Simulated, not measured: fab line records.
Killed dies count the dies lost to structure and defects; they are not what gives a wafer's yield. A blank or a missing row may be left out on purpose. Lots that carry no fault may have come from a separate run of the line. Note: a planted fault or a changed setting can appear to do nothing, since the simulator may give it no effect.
Chamber matching :: flow n5Finfet :: rieSi-01 running N5_DUMMY_GATE_ETCH_32: 4 sister chambers
The step etches SiO2 in CF4, target depth 3.5 nm, time 3.9 s. 20 wafers are shown with their chamber, then 10 later ones without.

== WAFERS PAIRED WITH THEIR CHAMBERS ==
wafer: L080.2
chamber: 2
throttleValvePct (%): 22.00
drypumpMotorCurrentA (A): 5.1
oesProductAu (a.u.): 0.979

wafer: L080.3
chamber: 1
throttleValvePct (%): 21.68
drypumpMotorCurrentA (A): 6.0
oesProductAu (a.u.): 0.983

wafer: L080.4
chamber: 0
throttleValvePct (%): 21.86
drypumpMotorCurrentA (A): 5.8
oesProductAu (a.u.): 1.003

wafer: L082.1
chamber: 3
throttleValvePct (%): 21.47
drypumpMotorCurrentA (A): 5.4
oesProductAu (a.u.): 1.026

wafer: L082.2
chamber: 2
throttleValvePct (%): 21.99
drypumpMotorCurrentA (A): 5.2
oesProductAu (a.u.): 0.982

wafer: L082.3
chamber: 1
throttleValvePct (%): 21.71
drypumpMotorCurrentA (A): 5.9
oesProductAu (a.u.): 0.985

wafer: L082.4
chamber: 0
throttleValvePct (%): 21.84
drypumpMotorCurrentA (A): 5.8
oesProductAu (a.u.): 1.005

wafer: L082.5
chamber: 0
throttleValvePct (%): 21.86
drypumpMotorCurrentA (A): 5.8
oesProductAu (a.u.): 1.009

wafer: L082.6
chamber: 3
throttleValvePct (%): 21.48
drypumpMotorCurrentA (A): 5.4
oesProductAu (a.u.): 1.026

wafer: L083.2
chamber: 2
throttleValvePct (%): 21.99
drypumpMotorCurrentA (A): 5.2
oesProductAu (a.u.): 0.974

wafer: L083.4
chamber: 1
throttleValvePct (%): 21.69
drypumpMotorCurrentA (A): 5.9
oesProductAu (a.u.): 0.989

wafer: L083.5
chamber: 0
throttleValvePct (%): 21.86
drypumpMotorCurrentA (A): 5.8
oesProductAu (a.u.): 1.012

wafer: L085.2
chamber: 2
throttleValvePct (%): 22.00
drypumpMotorCurrentA (A): 5.2
oesProductAu (a.u.): 0.977

wafer: L085.3
chamber: 3
throttleValvePct (%): 21.48
drypumpMotorCurrentA (A): 5.4
oesProductAu (a.u.): 1.030

wafer: L085.4
chamber: 1
throttleValvePct (%): 21.70
drypumpMotorCurrentA (A): 5.9
oesProductAu (a.u.): 1.003

wafer: L091.2
chamber: 2
throttleValvePct (%): 21.95
drypumpMotorCurrentA (A): 5.2
oesProductAu (a.u.): 1.007

wafer: L091.3
chamber: 3
throttleValvePct (%): 21.47
drypumpMotorCurrentA (A): 5.4
oesProductAu (a.u.): 1.025

wafer: L091.5
chamber: 0
throttleValvePct (%): 21.85
drypumpMotorCurrentA (A): 5.8
oesProductAu (a.u.): 1.004

wafer: L092.2
chamber: 1
throttleValvePct (%): 21.70
drypumpMotorCurrentA (A): 5.9
oesProductAu (a.u.): 0.982

wafer: L092.4
chamber: 2
throttleValvePct (%): 21.97
drypumpMotorCurrentA (A): 5.2
oesProductAu (a.u.): 1.015

SIGNATURES, as means of the wafers listed above
reading: throttleValvePct
chamber 0: 21.8540
chamber 1: 21.6960
chamber 2: 21.9833
chamber 3: 21.4750
scatter within a chamber: 0.0134

reading: drypumpMotorCurrentA
chamber 0: 5.800
chamber 1: 5.920
chamber 2: 5.183
chamber 3: 5.400
scatter within a chamber: 0.032

reading: oesProductAu
chamber 0: 1.00660
chamber 1: 0.98840
chamber 2: 0.98900
chamber 3: 1.02675
scatter within a chamber: 0.0109
Rule: a wafer's distance from a chamber is the root of the sum, over the readings, of the square of ((its reading less the chamber's mean) divided by the reading's scatter). If the next closest chamber is less than 2 further off than the closest, the wafer can't be placed; otherwise it belongs to the closest. The scatter: the root of (the sum of the squares of (reading less its chamber's mean) over the shown wafers, divided by (wafers less chambers)).

== WAFERS MISSING THEIR CHAMBER ==
wafer: L092.6
throttleValvePct (%): 21.68
drypumpMotorCurrentA (A): 5.9
oesProductAu (a.u.): 0.992

wafer: L094.2
throttleValvePct (%): 21.71
drypumpMotorCurrentA (A): 6.0
oesProductAu (a.u.): 0.987

wafer: L094.3
throttleValvePct (%): 21.49
drypumpMotorCurrentA (A): 5.4
oesProductAu (a.u.): 1.027

wafer: L094.4
throttleValvePct (%): 21.95
drypumpMotorCurrentA (A): 5.2
oesProductAu (a.u.): 1.028

wafer: L096.1
throttleValvePct (%): 21.87
drypumpMotorCurrentA (A): 5.8
oesProductAu (a.u.): 1.012

wafer: L096.3
throttleValvePct (%): 21.47
drypumpMotorCurrentA (A): 5.4
oesProductAu (a.u.): 1.019

wafer: L096.5
throttleValvePct (%): 21.95
drypumpMotorCurrentA (A): 5.2
oesProductAu (a.u.): 1.009

wafer: L097.2
throttleValvePct (%): 21.96
drypumpMotorCurrentA (A): 5.2
oesProductAu (a.u.): 1.018

wafer: L097.3
throttleValvePct (%): 21.47
drypumpMotorCurrentA (A): 5.4
oesProductAu (a.u.): 1.020

wafer: L097.5
throttleValvePct (%): 21.87
drypumpMotorCurrentA (A): 5.8
oesProductAu (a.u.): 1.016

== EACH ONE'S CHAMBER ==
wafer: L092.6
from the rows above: 1
in truth: 1

wafer: L094.2
from the rows above: 1
in truth: 1

wafer: L094.3
from the rows above: 3
in truth: 3

wafer: L094.4
from the rows above: 2
in truth: 2

wafer: L096.1
from the rows above: 0
in truth: 0

wafer: L096.3
from the rows above: 3
in truth: 3

wafer: L096.5
from the rows above: 2
in truth: 2

wafer: L097.2
from the rows above: 2
in truth: 2

wafer: L097.3
from the rows above: 3
in truth: 3

wafer: L097.5
from the rows above: 0
in truth: 0
Correct placement for 10 of the 10. Left unplaced by these rows: 0. Placed wrongly: 0.
